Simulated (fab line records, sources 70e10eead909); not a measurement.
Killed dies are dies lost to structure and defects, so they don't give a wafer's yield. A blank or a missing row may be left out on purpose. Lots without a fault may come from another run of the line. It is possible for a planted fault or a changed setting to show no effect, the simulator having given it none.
Which of the tools did it? + flow nandHarc + 15 lots with 45 wafers sampled at 4 steps, on a route of 1302 steps

WHAT THE GAUGES READ, wafer by wafer
The record holds no reading of a measuring or inspecting step that can be judged against a usual standard deviation.

WHAT TOOL EACH LOT RAN ON (gives the tool, then ch and the chambers of the sampled wafers, and finally the start)
| lot  | NHARC_A_CHANNEL_HOLE_D2_ETCH_24 | NHARC_A_CHANNEL_HOLE_D2_ETCH_26 | NHARC_A_CHANNEL_FILL_D2_CVD_18                                      | NHARC_A_CHANNEL_FILL_D2_ETCHBACK_19 |
|------|---------------------------------|---------------------------------|---------------------------------------------------------------------|-------------------------------------|
| L976 | harEtch-01 ch 0,1, day 13 11:14 | harEtch-01 ch 0,1, day 13 12:53 | lpcvdPoly-03 ch 0, day 14 13:37                                     | rieSi-03 ch 0,2, day 14 15:42       |
| L977 | harEtch-02 ch 0,1, day 13 11:36 | harEtch-02 ch 0,1, day 13 13:16 | lpcvdPoly-03 ch 0, day 14 13:37                                     | rieSi-05 ch 0,1,3, day 14 15:43     |
| L978 | harEtch-01 ch 0,1, day 14 09:14 | harEtch-01 ch 0,1, day 14 10:53 | lpcvdPoly-02 ch 0, day 15 10:35                                     | rieSi-05 ch 1,2, day 15 12:39       |
| L979 | harEtch-02 ch 0,1, day 14 12:06 | harEtch-02 ch 0,1, day 14 13:44 | lpcvdPoly-02 ch 0, day 15 14:29                                     | rieSi-03 ch 1,2, day 15 16:32       |
| L982 | harEtch-01 ch 0,1, day 16 12:35 | harEtch-01 ch 0,1, day 16 14:14 | lpcvdPoly-02 ch 0, day 17 13:49                                     | rieSi-05 ch 0,2,3, day 17 15:52     |
| L984 | harEtch-01 ch 0,1, day 17 00:58 | harEtch-01 ch 0,1, day 17 02:26 | lpcvdPoly-01 ch 0, day 18 02:04                                     | rieSi-01 ch 1,2,3, day 18 04:09     |
| L985 | harEtch-01 ch 0,1, day 17 08:40 | harEtch-01 ch 0,1, day 17 10:20 | lpcvdPoly-01 ch 0, day 18 10:35                                     | rieSi-03 ch 0,2,3, day 18 12:40     |
| L986 | harEtch-01 ch 0,1, day 17 21:02 | harEtch-01 ch 0,1, day 17 22:34 | lpcvdPoly-01 ch 0, day 18 22:19 and lpcvdPoly-02 ch 0, day 19 00:32 | rieSi-01 ch 1,2,3, day 19 02:59     |
| L987 | harEtch-02 ch 0,1, day 18 00:29 | harEtch-02 ch 0,1, day 18 02:07 | lpcvdPoly-03 ch 0, day 19 02:15                                     | rieSi-03 ch 0,1,2, day 19 04:21     |
| L988 | harEtch-01 ch 0,1, day 18 05:13 | harEtch-01 ch 0,1, day 18 06:52 | lpcvdPoly-02 ch 0, day 19 08:23 and lpcvdPoly-01 ch 0, day 19 12:56 | rieSi-01 ch 0,1,3, day 19 15:23     |
| L990 | harEtch-02 ch 0,1, day 19 07:55 | harEtch-02 ch 0,1, day 19 09:23 | lpcvdPoly-03 ch 0, day 20 09:44                                     | rieSi-03 ch 0,1, day 20 11:48       |
| L989 | harEtch-01 ch 0,1, day 19 19:47 | harEtch-01 ch 0,1, day 19 21:25 | lpcvdPoly-03 ch 0, day 20 21:57                                     | rieSi-03 ch 0,1,3, day 21 00:02     |
| L992 | harEtch-02 ch 0,1, day 20 04:31 | harEtch-02 ch 0,1, day 20 06:04 | lpcvdPoly-03 ch 0, day 21 06:29                                     | rieSi-01 ch 0,3, day 21 11:11       |
| L998 | harEtch-02 ch 0,1, day 22 18:32 | harEtch-02 ch 0,1, day 22 19:53 | lpcvdPoly-03 ch 0, day 23 20:05                                     | rieSi-05 ch 0,1, day 23 22:11       |
| L999 | harEtch-01 ch 0,1, day 22 18:49 | harEtch-01 ch 0,1, day 22 20:28 | lpcvdPoly-03 ch 0, day 23 20:05                                     | rieSi-03 ch 0,2,3, day 23 22:11     |
- NHARC_A_CHANNEL_HOLE_D2_ETCH_24: etches the open film in C4F8/O2/Ar, time 906.2 s, target depth 1500 nm.
- NHARC_A_CHANNEL_HOLE_D2_ETCH_26: etches the open film in C4F8/O2/Ar, time 224.1 s, target depth 300 nm.
- NHARC_A_CHANNEL_FILL_D2_CVD_18: deposits poly-Si, target thk 3 nm.
- NHARC_A_CHANNEL_FILL_D2_ETCHBACK_19: etches the open film in HBr/Cl2, target depth 5 nm, time 1.7 s.

WHAT THE TOOLS THEMSELVES READ (means of the sampled wafers that have a number; where no wafer has one, the mark that the record gives instead)
NHARC_A_CHANNEL_HOLE_D2_ETCH_24. Usual: drypumpMotorCurrentA 5.76 A, standard deviation 0.22; showerheadPlenumPTorr 3.67 Torr, standard deviation 0.18; throttleValvePct 32.235 %, standard deviation 0.0092.
| lot  | tool       | drypumpMotorCurrentA (A) | showerheadPlenumPTorr (Torr) | throttleValvePct (%) | flag |
|------|------------|--------------------------|------------------------------|----------------------|------|
| L976 | harEtch-01 | 5.68                     | 3.59                         | 32.240               |      |
| L977 | harEtch-02 | 5.76                     | 3.46                         | 32.238               |      |
| L978 | harEtch-01 | 5.65                     | 3.63                         | 32.243               |      |
| L979 | harEtch-02 | 5.77                     | 3.45                         | 32.231               |      |
| L982 | harEtch-01 | 5.68                     | 3.57                         | 32.232               |      |
| L984 | harEtch-01 | 5.66                     | 3.57                         | 32.233               |      |
| L985 | harEtch-01 | 5.66                     | 3.57                         | 32.227               |      |
| L986 | harEtch-01 | 5.66                     | 3.56                         | 32.232               |      |
| L987 | harEtch-02 | 5.93                     | 3.92                         | 32.232               |      |
| L988 | harEtch-01 | 5.63                     | 3.60                         | 32.234               |      |
| L990 | harEtch-02 | 5.76                     | 3.91                         | 32.243               |      |
| L989 | harEtch-01 | 5.67                     | 3.55                         | 32.237               |      |
| L992 | harEtch-02 | 5.94                     | 3.90                         | 32.240               |      |
| L998 | harEtch-02 | 5.94                     | 3.88                         | 32.233               |      |
| L999 | harEtch-01 | 5.66                     | 3.57                         | 32.233               |      |

NHARC_A_CHANNEL_HOLE_D2_ETCH_26. Usual: drypumpMotorCurrentA 5.76 A, standard deviation 0.22; showerheadPlenumPTorr 3.71 Torr, standard deviation 0.19; throttleValvePct 24.583 %, standard deviation 0.0092.
| lot  | tool       | drypumpMotorCurrentA (A) | showerheadPlenumPTorr (Torr) | throttleValvePct (%) | flag |
|------|------------|--------------------------|------------------------------|----------------------|------|
| L976 | harEtch-01 | 5.68                     | 3.63                         | 24.586               |      |
| L977 | harEtch-02 | 5.76                     | 3.50                         | 24.584               |      |
| L978 | harEtch-01 | 5.64                     | 3.68                         | 24.589               |      |
| L979 | harEtch-02 | 5.78                     | 3.49                         | 24.588               |      |
| L982 | harEtch-01 | 5.68                     | 3.61                         | 24.591               |      |
| L984 | harEtch-01 | 5.68                     | 3.61                         | 24.576               |      |
| L985 | harEtch-01 | 5.68                     | 3.61                         | 24.584               |      |
| L986 | harEtch-01 | 5.67                     | 3.60                         | 24.582               |      |
| L987 | harEtch-02 | 5.95                     | 3.98                         | 24.586               |      |
| L988 | harEtch-01 | 5.65                     | 3.65                         | 24.578               |      |
| L990 | harEtch-02 | 5.78                     | 3.97                         | 24.591               |      |
| L989 | harEtch-01 | 5.67                     | 3.59                         | 24.590               |      |
| L992 | harEtch-02 | 5.94                     | 3.96                         | 24.578               |      |
| L998 | harEtch-02 | 5.96                     | 3.94                         | 24.583               |      |
| L999 | harEtch-01 | 5.65                     | 3.61                         | 24.577               |      |

NHARC_A_CHANNEL_FILL_D2_ETCHBACK_19. Usual: biasW 100.03 W, standard deviation 0.29; drypumpMotorCurrentA 5.7 A, standard deviation 0.5; oesProductAu 0.998 a.u., standard deviation 0.013; rfFwdPowerW 390.2 W, standard deviation 1.2; throttleValvePct 26.405 %, standard deviation 0.0095.
| lot  | tool     | biasW (W) | drypumpMotorCurrentA (A) | oesProductAu (a.u.) | rfFwdPowerW (W) | throttleValvePct (%) | flag |
|------|----------|-----------|--------------------------|---------------------|-----------------|----------------------|------|
| L976 | rieSi-03 | 100.12    | 5.6                      | 1.006               | 389.9           | 26.417               |      |
| L977 | rieSi-05 | 99.99     | 5.8                      | 1.006               | 391.0           | 26.409               |      |
| L978 | rieSi-05 | 100.13    | 5.8                      | 0.998               | 390.4           | 26.400               |      |
| L979 | rieSi-03 | 100.16    | 5.2                      | 0.996               | 389.7           | 26.403               |      |
| L982 | rieSi-05 | 100.13    | 5.7                      | 1.016               | 390.9           | 26.406               |      |
| L984 | rieSi-01 | 99.82     | 6.0                      | 0.989               | 389.9           | 26.402               |      |
| L985 | rieSi-03 | 100.05    | 5.5                      | 0.994               | 390.2           | 26.409               |      |
| L986 | rieSi-01 | 100.08    | 6.0                      | 0.992               | 389.7           | 26.407               |      |
| L987 | rieSi-03 | 99.89     | 5.7                      | 1.001               | 390.3           | 26.395               |      |
| L988 | rieSi-01 | 100.07    | 6.0                      | 0.992               | 390.1           | 26.403               |      |
| L990 | rieSi-03 | 99.83     | 5.9                      | 0.990               | 389.8           | 26.408               |      |
| L989 | rieSi-03 | 100.26    | 5.6                      | 0.995               | 389.7           | 26.411               |      |
| L992 | rieSi-01 | 100.09    | 5.9                      | 0.999               | 389.1           | 26.389               |      |
| L998 | rieSi-05 | 100.04    | 5.7                      | 1.002               | 390.4           | 26.399               |      |
| L999 | rieSi-03 | 100.29    | 5.5                      | 0.998               | 389.5           | 26.407               |      |

THE ANSWER, worked out from the rows above alone
Rule: lot off if the mean of its wafers having a number is beyond 3 standard deviations from the usual mean. Also off: a lot with no number at a reading for which 4 or more lots have one. All remaining lots with rows at the step are treated as sound. Order of review: gauges by route order, followed by the tools' own readings, for which a lot's mean as printed above is used. At the first step where some lot is off, the reading lying furthest off is the one used; lots without a number count as furthest.
Across all readings shown, no lot is off: no conclusion can be drawn from this.

WHAT THE SIMULATOR PUT IN
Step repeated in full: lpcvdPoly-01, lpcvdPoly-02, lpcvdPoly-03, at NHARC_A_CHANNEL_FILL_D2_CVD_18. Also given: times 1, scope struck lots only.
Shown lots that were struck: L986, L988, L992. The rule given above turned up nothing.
